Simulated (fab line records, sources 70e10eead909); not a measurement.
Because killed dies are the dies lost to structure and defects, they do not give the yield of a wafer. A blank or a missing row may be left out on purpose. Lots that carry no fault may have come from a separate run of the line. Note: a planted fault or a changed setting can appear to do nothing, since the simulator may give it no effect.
What tool caused it?    flow nand harc    11 lots, 33 wafers sampled, at 4 steps of a route of 1302

== WHAT THE GAUGES READ, wafer by wafer ==
NHARC_A_M1_CD_MEAS_16.
lot   measured      on         cd nm (nm)
L074  day 23 14:33  cd sem-03  119.6 119.9 120.3
L077  day 24 05:19  cd sem-01  121.9 118.1 119.0
L079  day 25 03:41  cd sem-01  121.5 120.0 120.2
L082  day 26 09:10  cd sem-03  120.5 121.0 119.7
L085  day 27 21:57  cd sem-01  119.1 120.1 120.0
L090  day 29 00:05  cd sem-02  118.7 119.8 119.4
L088  day 29 19:07  cd sem-01  118.1 120.6 121.1
L092  day 30 01:59  cd sem-02  120.4 120.9 120.5
L094  day 30 22:15  cd sem-01  118.8 119.3 120.7
L095  day 31 21:52  cd sem-03  119.5 119.1 120.8
L097  day 33 13:31  cd sem-02  120.0 120.1 120.7

== EACH LOT AND THE TOOL THAT RAN IT (in order: tool; ch and the chambers of the sampled wafers; start) ==
lot   NHARC_A_M0_DESCUM_14                NHARC_A_M0_ETCH_34                  NHARC_A_M1_ETCH_35
L074  rie diel-09 ch 0,2, day 23 09:43    rie diel-09 ch 0,2, day 23 09:47    rie diel-06 ch 0,1, day 23 14:20
L077  rie diel-01 ch 0,1,2, day 24 01:06  rie diel-01 ch 1,3, day 24 01:10    rie diel-07 ch 0,1,3, day 24 05:06
L079  rie diel-09 ch 0,1,3, day 24 23:07  rie diel-09 ch 0,1,2, day 24 23:11  rie diel-13 ch 0,1,2, day 25 03:29
L082  rie diel-09 ch 0,1,2, day 26 04:49  rie diel-09 ch 2,3, day 26 04:53    rie diel-06 ch 1,2,3, day 26 08:56
L085  rie diel-02 ch 1,2,3, day 27 17:32  rie diel-02 ch 2,3, day 27 17:37    rie diel-13 ch 0,1, day 27 21:43
L090  rie diel-01 ch 0,1,2, day 28 19:46  rie diel-01 ch 0,2,3, day 28 19:50  rie diel-13 ch 2,3, day 28 23:52
L088  rie diel-09 ch 0,1,3, day 29 14:53  rie diel-09 ch 0,2,3, day 29 14:58  rie diel-06 ch 1,2,3, day 29 18:54
L092  rie diel-01 ch 0,2,3, day 29 21:37  rie diel-01 ch 0,1,2, day 29 21:42  rie diel-06 ch 0,1,2, day 30 01:46
L094  rie diel-02 ch 0,1,2, day 30 17:53  rie diel-02 ch 1,2,3, day 30 17:59  rie diel-07 ch 0,2,3, day 30 22:02
L095  rie diel-09 ch 1,3, day 31 17:28    rie diel-09 ch 2,3, day 31 17:35    rie diel-13 ch 0,1, day 31 21:38
L097  rie diel-09 ch 2,3, day 33 08:53    rie diel-09 ch 1,2,3, day 33 08:59  rie diel-07 ch 0,2, day 33 13:18
- NHARC_A_M0_DESCUM_14: chemistry O2, time 3 s.
- NHARC_A_M0_ETCH_34: etches the open film in N2/H2, target depth 40 nm, overetch 12 nm, time 43.94 s.
- NHARC_A_M1_ETCH_35: etches the open film in N2/H2, target depth 40 nm, overetch 12 nm, time 43.94 s.

== THE ANSWER, worked out from the rows above alone ==
Rule: the usual values come from the lots themselves. Put in order of their means at a reading, lots are off if they are a third of the lots or fewer, leave a main group of 4 or more, and stand apart from it by a gap of 3 or more times the standard deviation of the main group's means; of several such gaps the widest counts. If all means in a main group match to the digits the tables above print for the reading, that group is not used. Also off: a lot with no number at a reading for which 4 or more lots have one. Where the step has rows for the other lots, those lots are counted as sound.
No lot is off at any reading shown: from this, nothing can be told.

== WHAT HAD BEEN PUT IN BY THE SIMULATOR ==
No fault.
